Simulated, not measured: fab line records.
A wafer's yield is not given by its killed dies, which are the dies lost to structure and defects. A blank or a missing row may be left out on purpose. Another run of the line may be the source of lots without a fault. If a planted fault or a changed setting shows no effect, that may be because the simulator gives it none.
The tool behind it: which one? + flow n5 finfet + 33 wafers from 11 lots sampled at 5 of the route's 1938 steps

WHAT EACH GAUGE READ, for each wafer
No reading from a measuring or inspecting step in the record can be judged against a usual standard deviation.

WHICH TOOL RAN EACH LOT (tool, then ch and the chambers of the sampled wafers, then the start)
| lot  | N5_GATE_CUT_CUT_ETCH_53           | N5_MIM_TOP_SPUTTER_03        | N5_MIM_BOT_LITHO_DESCUM_10         | N5_MIM_BOT_ETCH_ETCH_03           | N5_PASSIVATION_PROBE_49 |
|------|-----------------------------------|------------------------------|------------------------------------|-----------------------------------|-------------------------|
| L610 | rie metal-03 ch 0, day 4 20:01    | pvd sputter-02, day 14 17:50 | rie diel-04 ch 0,2,3, day 14 19:19 | rie metal-03 ch 0,1, day 14 19:28 | -                       |
| L611 | rie metal-03 ch 0,1, day 4 22:49  | pvd sputter-01, day 14 23:27 | rie diel-04 ch 0,2, day 15 01:08   | rie metal-01 ch 0,1, day 15 01:17 | -                       |
| L612 | rie metal-03 ch 0,1, day 5 10:29  | pvd sputter-01, day 15 07:51 | rie diel-05 ch 0,1,3, day 15 12:41 | rie metal-01 ch 0,1, day 15 12:50 | -                       |
| L614 | rie metal-01 ch 1, day 5 18:40    | pvd sputter-02, day 19 19:35 | rie diel-02 ch 1,3, day 19 21:19   | rie metal-01 ch 0,1, day 19 21:28 | -                       |
| L616 | rie metal-03 ch 0,1, day 6 07:41  | pvd sputter-03, day 16 04:16 | rie diel-02 ch 0,1,3, day 16 05:44 | rie metal-02 ch 0,1, day 16 05:53 | -                       |
| L617 | rie metal-01 ch 0,1, day 6 11:01  | pvd sputter-01, day 16 16:09 | rie diel-02 ch 0,1,3, day 16 17:44 | rie metal-01 ch 0,1, day 16 17:55 | -                       |
| L618 | rie metal-03 ch 0,1, day 7 00:43  | pvd sputter-03, day 16 09:18 | rie diel-04 ch 0,3, day 16 10:40   | rie metal-03 ch 0,1, day 16 10:49 | -                       |
| L619 | rie metal-03 ch 0,1, day 7 13:58  | pvd sputter-02, day 17 04:33 | rie diel-02 ch 0,2, day 17 05:54   | rie metal-02 ch 0,1, day 17 06:05 | -                       |
| L630 | rie metal-03 ch 0,1, day 10 05:19 | pvd sputter-01, day 20 14:52 | rie diel-02 ch 1,2,3, day 20 16:28 | rie metal-01 ch 0,1, day 20 16:38 | prober-02, day 21 02:19 |
| L629 | rie metal-03 ch 0,1, day 10 11:05 | pvd sputter-02, day 20 10:43 | rie diel-05 ch 1,2,3, day 20 12:32 | rie metal-03 ch 0,1, day 20 12:42 | prober-02, day 20 22:26 |
| L631 | rie metal-01 ch 0,1, day 10 11:26 | pvd sputter-01, day 19 19:34 | rie diel-02 ch 0,2, day 19 21:10   | rie metal-03 ch 0,1, day 19 21:19 | -                       |
- N5_GATE_CUT_CUT_ETCH_53: etches W in SF6/Cl2, target depth 79.2 nm.
- N5_MIM_TOP_SPUTTER_03: material TiN, target thk 35 nm, time 89.7 s.
- N5_MIM_BOT_LITHO_DESCUM_10: chemistry O2, time 7.9 s.
- N5_MIM_BOT_ETCH_ETCH_03: etches the open film in Cl2/BCl3, target depth 12 nm.
- N5_PASSIVATION_PROBE_49

WHAT THE TOOLS THEMSELVES READ (means of the sampled wafers that have a number; where no wafer has one, the mark that the record gives instead)
N5_GATE_CUT_CUT_ETCH_53. Usual: drypump motor current A 6.1 A, standard deviation 0.41; etch rf on time s 26.13 s, standard deviation 0.3; oes product au 0.73 a.u., standard deviation 0.089; throttle valve pct 28.90 %, standard deviation 0.1.
| lot  | tool         | drypump motor current A (A) | etch rf on time s (s) | oes product au (a.u.) | throttle valve pct (%) | flag |
|------|--------------|-----------------------------|-----------------------|-----------------------|------------------------|------|
| L610 | rie metal-03 | 5.7                         | 25.84                 | 0.79                  | 28.88                  |      |
| L611 | rie metal-03 | 6.0                         | 26.32                 | 0.70                  | 28.95                  |      |
| L612 | rie metal-03 | 6.3                         | 26.44                 | 0.63                  | 29.01                  |      |
| L614 | rie metal-01 | 6.5                         | 25.82                 | 0.74                  | 28.89                  |      |
| L616 | rie metal-03 | 6.0                         | 26.39                 | 0.70                  | 28.95                  |      |
| L617 | rie metal-01 | 6.3                         | 26.24                 | 0.73                  | 28.75                  |      |
| L618 | rie metal-03 | 6.0                         | 25.88                 | 0.71                  | 28.94                  |      |
| L619 | rie metal-03 | 6.2                         | 26.21                 | 0.62                  | 29.01                  |      |
| L630 | rie metal-03 | 6.0                         | 26.03                 | 0.77                  | 28.90                  |      |
| L629 | rie metal-03 | 6.2                         | 26.20                 | 0.80                  | 28.91                  |      |
| L631 | rie metal-01 | 6.4                         | 26.11                 | 0.71                  | 28.84                  |      |

N5_MIM_TOP_SPUTTER_03. Usual: 29.9 % for throttle valve pct, sd 0.93.
| lot  | tool           | throttle valve pct (%) | flag |
|------|----------------|------------------------|------|
| L610 | pvd sputter-02 | 30.5                   |      |
| L611 | pvd sputter-01 | 29.9                   |      |
| L612 | pvd sputter-01 | 29.7                   |      |
| L614 | pvd sputter-02 | 29.4                   |      |
| L616 | pvd sputter-03 | 30.1                   |      |
| L617 | pvd sputter-01 | 29.9                   |      |
| L618 | pvd sputter-03 | 30.9                   |      |
| L619 | pvd sputter-02 | 30.3                   |      |
| L630 | pvd sputter-01 | 29.2                   |      |
| L629 | pvd sputter-02 | 30.0                   |      |
| L631 | pvd sputter-01 | 30.2                   |      |

N5_MIM_BOT_LITHO_DESCUM_10. Usual: drypump motor current A 5.8 A, standard deviation 0.44; oes product au 0.82 a.u., standard deviation 0.1; rf vpp V 243.0 V, standard deviation 1.1; showerhead plenum p Torr 2.08 Torr, standard deviation 0.038; throttle valve pct 20.32 %, standard deviation 0.22.
| lot  | tool        | drypump motor current A (A) | oes product au (a.u.) | rf vpp V (V) | showerhead plenum p Torr (Torr) | throttle valve pct (%) | flag |
|------|-------------|-----------------------------|-----------------------|--------------|---------------------------------|------------------------|------|
| L610 | rie diel-04 | 5.8                         | 0.84                  | 242.3        | 2.08                            | 20.27                  |      |
| L611 | rie diel-04 | 6.1                         | 0.75                  | 242.4        | 2.06                            | 20.36                  |      |
| L612 | rie diel-05 | 6.0                         | 0.73                  | 243.4        | 2.09                            | 20.40                  |      |
| L614 | rie diel-02 | 5.7                         | 0.90                  | 244.3        | 2.06                            | 20.19                  |      |
| L616 | rie diel-02 | 5.9                         | 0.78                  | 242.9        | 2.09                            | 20.43                  |      |
| L617 | rie diel-02 | 5.9                         | 0.79                  | 243.6        | 2.09                            | 20.44                  |      |
| L618 | rie diel-04 | 5.8                         | 0.87                  | 243.4        | 2.07                            | 20.13                  |      |
| L619 | rie diel-02 | 5.8                         | 0.73                  | 243.1        | 2.09                            | 20.59                  |      |
| L630 | rie diel-02 | 5.5                         | 0.92                  | 243.5        | 2.07                            | 20.29                  |      |
| L629 | rie diel-05 | 5.8                         | 0.85                  | 242.7        | 2.06                            | 20.15                  |      |
| L631 | rie diel-02 | 5.3                         | 0.92                  | 242.1        | 2.07                            | 20.48                  |      |

N5_MIM_BOT_ETCH_ETCH_03. Usual: drypump motor current A 6.2 A, standard deviation 0.39; oes product au 0.79 a.u., standard deviation 0.045; throttle valve pct 27.52 %, standard deviation 0.086.
| lot  | tool         | drypump motor current A (A) | oes product au (a.u.) | throttle valve pct (%) | flag |
|------|--------------|-----------------------------|-----------------------|------------------------|------|
| L610 | rie metal-03 | 5.9                         | 0.81                  | 27.50                  |      |
| L611 | rie metal-01 | 6.4                         | 0.77                  | 27.52                  |      |
| L612 | rie metal-01 | 6.2                         | 0.77                  | 27.47                  |      |
| L614 | rie metal-01 | 6.2                         | 0.74                  | 27.49                  |      |
| L616 | rie metal-02 | 5.9                         | 0.84                  | 27.54                  |      |
| L617 | rie metal-01 | 6.2                         | 0.76                  | 27.49                  |      |
| L618 | rie metal-03 | 6.2                         | 0.83                  | 27.56                  |      |
| L619 | rie metal-02 | 6.1                         | 0.83                  | 27.47                  |      |
| L630 | rie metal-01 | 6.4                         | 0.74                  | 27.54                  |      |
| L629 | rie metal-03 | 6.3                         | 0.80                  | 27.57                  |      |
| L631 | rie metal-03 | 6.3                         | 0.81                  | 27.56                  |      |

N5_PASSIVATION_PROBE_49. Usual: killed_at_M0_to_M3 37, standard deviation 12; killed_at_M4_up 15, standard deviation 5.6; killed at contacts 13, standard deviation 6.9; killed at front end 40, standard deviation 11; killed at other 4, standard deviation 3.2; killed dies 109, standard deviation 20; killed open 73, standard deviation 15; killed short 35, standard deviation 8.3.
| lot  | tool      | killed_at_M0_to_M3 | killed_at_M4_up | killed at contacts | killed at front end | killed at other | killed dies | killed open | killed short | flag |
|------|-----------|--------------------|-----------------|--------------------|---------------------|-----------------|-------------|-------------|--------------|------|
| L630 | prober-02 | 33                 | 15              | 9                  | 141                 | 3               | 202         | 70          | 30           | OFF  |
| L629 | prober-02 | 27                 | 17              | 14                 | 136                 | 6               | 200         | 73          | 33           | OFF  |

THE ANSWER, worked out from the rows above alone
Rule: take the mean of a lot's wafers that have a number; if it is more than 3 standard deviations from the usual mean, the lot is off. A lot without any number at a reading at which 4 lots or more have one is off too. All remaining lots with rows at the step are treated as sound. Order of review: gauges by route order, followed by the tools' own readings, for which a lot's mean as printed above is used. At the first step where some lot is off, the reading lying furthest off is the one used; lots without a number count as furthest.
Off at N5_PASSIVATION_PROBE_49 (killed at front end): L630, L629. Neither off nor sound, because the step has no rows for them: L610, L611, L612, L614, L616, L617, L618, L619, L631.
If a tool, at that step or one of the process steps before it, ran each lot that is off and ran no sound lot following the first of them, it fits. This does not decide it: 2 tools fit, namely rie metal-03 at N5_GATE_CUT_CUT_ETCH_53 and prober-02 at N5_PASSIVATION_PROBE_49.

WHAT THE SIMULATOR PUT IN
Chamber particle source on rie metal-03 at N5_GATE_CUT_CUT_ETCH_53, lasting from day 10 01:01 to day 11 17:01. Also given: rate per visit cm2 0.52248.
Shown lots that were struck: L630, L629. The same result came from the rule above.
